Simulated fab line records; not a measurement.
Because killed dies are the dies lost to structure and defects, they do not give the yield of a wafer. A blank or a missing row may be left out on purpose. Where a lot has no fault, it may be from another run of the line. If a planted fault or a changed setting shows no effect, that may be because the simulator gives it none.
8D (eight disciplines) problem report, filled in by code | flow n5_finfet | the parts of the form that need people (team, actions taken, sign-off) are left out

## 1. PROBLEM STATEMENT
ION_N at N5_BEOL_M4_RC_MEAS_101 reads a mean of 453 uA/um on 2 wafers of 2 lots; wafers without a fault read 679 uA/um with a standard deviation of 15. Measured from the usual mean, that is -15 standard deviations.
The first sign was on wafer L905.3 at day 9 07:28, on prober-01. Wafers with a number at this step in the record: 24, from 8 lots. By rule, "out" or "out of limits" means more than 4 standard deviations away from the usual mean. Any other wafer with a number is counted as sound.

## 2. WHAT IT IS; WHAT IT IS NOT
question                    | is                            | is not
which readings at this step | ION_N, IOFF_N_LONG, VT_N_LONG | DIBL_N, DIBL_P, IOFF_P, ION_P, SS_N, SS_P, VT_P
which lots                  | L905, L906                    | L915, L916, L918, L919, L920, L921
which wafers of those lots  | L905.3, L906.3                | L905.2, L905.6, L906.5, L906.6
read on which gauges        | prober-01, prober-02          | -
when                        | from day 9 07:28              | up to then (2 sound wafers); but 20 sound wafers of L906, L915, L916, L918, L919, L920, L921 came after

## 3. SUSPECTS, AND WHAT RULES EACH OUT
Counting: a tool at a process step up to the reading stays a suspect if it ran every lot that is out. Sound lots after the first of them don't rule it out here, since some wafers of a struck lot are sound.
- the gauge at N5_BEOL_M4_RC_MEAS_101 is ruled out. 2 gauges (prober-01, prober-02) read the wafers that are out.
- rie_diel-06 at N5_HKMG_FIN_ETCH_35 (etches SOC in N2/H2, target depth 215.8 nm, time 243.4 s): kept. It ran every lot that is out, first L905 (day 5 21:36). Its own run_length_s readings are out on those wafers.
Left after counting: rie_diel-06 at N5_HKMG_FIN_ETCH_35.

## 4. THE CAUSE (what the simulator had put in)
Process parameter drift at N5_HKMG_FIN_ETCH_35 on rie_diel-06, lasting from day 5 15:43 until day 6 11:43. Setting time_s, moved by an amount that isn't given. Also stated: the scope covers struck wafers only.
Counting left only this tool.

## 5. SEQUENCE OF EFFECTS, ordered by route
Each row: a reading where the mean over the struck wafers with a number is more than 3 standard deviations away from the usual. Only readings whose record carries a usual standard deviation are examined. hours: median over the lots of the time between each lot's start at the first step of this table that gives one and its start at this step. sigmas: the change, counted in usual standard deviations.
hours | step                    | reading          | usual          | on struck wafers | change    | sigmas
0     | N5_HKMG_FIN_ETCH_35     | run_length_s     | 266.9 s        | 185.4            | -81.4     | -99 or more
86    | N5_BEOL_M4_RC_MEAS_101  | IOFF_N_LONG      | 5.58e-05 nA/um | 3.64e-05         | -1.94e-05 | -8.1
86    | N5_BEOL_M4_RC_MEAS_101  | ION_N            | 679 uA/um      | 453              | -226      | -15
86    | N5_BEOL_M4_RC_MEAS_101  | VT_N             | 248 mV         | 266              | +18       | +4.4
86    | N5_BEOL_M4_RC_MEAS_101  | VT_N_LONG        | 274.5 mV       | 294.0            | +19.5     | +9.8
86    | N5_BEOL_M4_RC_MEAS_101  | VT_N_LVT         | 98 mV          | 116              | +18       | +4.5
187   | N5_PASSIVATION_PROBE_49 | sort_bin_8_speed | 0.02 %         | 91.39            | +91.38    | +99 or more
187   | N5_PASSIVATION_PROBE_49 | sort_n_pass      | 1077           | 0                | -1077     | -60
187   | N5_PASSIVATION_PROBE_49 | sort_yield_pct   | 91.2 %         | 0.0              | -91.2     | -61
Process steps it contains:
- N5_HKMG_FIN_ETCH_35: etches SOC in N2/H2, target depth 215.8 nm, time 243.4 s.
- N5_PASSIVATION_PROBE_49
Readings that are blank on the struck wafers while sound wafers have them: bias_w at N5_HKMG_FIN_ETCH_35; rf_fwd_power_W at N5_HKMG_FIN_ETCH_35.

## 6. WHAT WOULD HAVE CAUGHT IT SOONER
88 hours passed between the start of the fault at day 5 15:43 and the first reading out of limits at a measuring or inspecting step in this record, taken at day 9 07:28.
The tool's own readings at N5_HKMG_FIN_ETCH_35 were out on every struck wafer that the step has a row for (run_length_s): an alarm limit on them would have fired on the first of those.
By day 9 07:28 the whole set of lots that are out, 2 in number, had already begun N5_HKMG_FIN_ETCH_35 on rie_diel-06. None of them would have been spared by holding the tool at that moment.
